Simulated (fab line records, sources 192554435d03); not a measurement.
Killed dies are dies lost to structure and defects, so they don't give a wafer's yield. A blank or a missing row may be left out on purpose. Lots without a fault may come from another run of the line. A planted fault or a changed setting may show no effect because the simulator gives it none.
Split-lot experiment | flow n5_finfet | 7 lots, 21 wafers read, on a route of 1938 steps

THE SPLIT
At N5_BEOL_M11_ETCH_66 (etches SOC in N2/H2, target depth 120 nm, overetch 24 nm, time 180 s), the setting time_s was moved away from the recipe's 180 s on 6 of the 21 wafers read, by -14.3% to +17.8%. The other wafers ran this setting at the recipe's value.

The reading is taken at the split's own step.

THE READING
SiARC_of_BEOL_M11_COAT_64.thk_nm (the simulator's own value, which no gauge read), in nm, at N5_BEOL_M11_ETCH_66 (etches SOC in N2/H2, target depth 120 nm, overetch 24 nm, time 180 s). The file gives no usual value for it. The 15 wafers here that ran the recipe average 22.7 nm, standard deviation 0.18 nm.

wafer  | tool, chamber at the split | time_s as run, s | against the recipe | SiARC_of_BEOL_M11_COAT_64.thk_nm, nm | against lot-mates on the recipe
L075.1 | rie_diel-03, 2,3           | 180              | recipe             | 22.8                                 | -
L075.2 | rie_diel-03, 2,3           | 180              | recipe             | 22.8                                 | -
L075.3 | rie_diel-03, 1             | 180              | recipe             | 23                                   | -
L076.1 | rie_diel-01, 0             | 212.1            | +17.8%             | 21.4                                 | -1.2
L076.2 | rie_diel-01, 1,2           | 180              | recipe             | 22.6                                 | -
L076.6 | rie_diel-01, 1,2           | 180              | recipe             | 22.6                                 | -
L077.4 | rie_diel-05, 0             | 180              | recipe             | 23                                   | -
L077.5 | rie_diel-05, 1             | 157.4            | -12.6%             | 23.8                                 | +0.8
L077.6 | rie_diel-05, 2             | 157.4            | -12.6%             | 23.6                                 | +0.6
L080.1 | rie_diel-01, 2,3,2         | 180              | recipe             | 22.8                                 | -
L080.5 | rie_diel-01, 2,3,2         | 180              | recipe             | 22.8                                 | -
L080.6 | rie_diel-01, 2,3,2         | 180              | recipe             | 22.8                                 | -
L085.1 | rie_diel-01, 0,1           | 180              | recipe             | 22.6                                 | -
L085.2 | rie_diel-01, 0,1           | 180              | recipe             | 22.6                                 | -
L085.5 | rie_diel-01, 3             | 154.6            | -14.1%             | 23.6                                 | +1.0
L096.1 | rie_diel-01, 1             | 180              | recipe             | 22.6                                 | -
L096.4 | rie_diel-01, 3             | 180              | recipe             | 22.4                                 | -
L096.6 | rie_diel-01, 3             | 180              | recipe             | 22.4                                 | -
L095.1 | rie_diel-05, 2             | 154.2            | -14.3%             | 23.8                                 | +1.2
L095.3 | rie_diel-05, 1             | 154.2            | -14.3%             | 24                                   | +1.4
L095.6 | rie_diel-05, 0             | 180              | recipe             | 22.6                                 | -
Where a row lists several chambers, the file gives one row for several wafers and doesn't say which wafer went through which chamber.

THE FIT
A straight line over all 21 wafers: SiARC_of_BEOL_M11_COAT_64.thk_nm changes by -0.0766 nm for each +1% of time_s; r = -0.96; the points scatter about the line by 0.17 nm.
The same after taking each lot's own level away (the mean of its wafers on the recipe; 21 wafers): -0.0723 nm for each +1%; r = -0.97; scatter 0.13 nm.
On that fit, the largest move of time_s shifts the reading by 1.3 nm.
The lots' own levels span 22.47 to 23.00 nm, that is 3.0 times the standard deviation above.
So the lot-to-lot level changes the slope little: the two slopes agree.
Check: with one of the wafers moved furthest among these (+17.8%) left out of the fit, the line predicts -1.34 nm for it against its lot-mates. It came out at -1.2 nm against them.

OTHER SPLITS ON THESE WAFERS
These wafers also went through other splits before the reading. Each is held against what the fit with the lots' levels taken away leaves over:
other split on the same wafers | wafers away from the commonest value | r with SiARC_of_BEOL_M11_COAT_64.thk_nm (lot level and that fit taken away)
N5_BEOL_M8_EXPOSE_08 dose_mj   | 4                                    | -0.37
N5_BEOL_M10_COAT_60 spin_rpm   | 6                                    | +0.00
N5_BEOL_M10_PEB_26 peb_time_s  | 6                                    | +0.16

THE FILE'S OWN FIT
SiARC_of_BEOL_M11_COAT_64.thk_nm changes by -0.0715 nm for each +1% of time_s, r = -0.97.
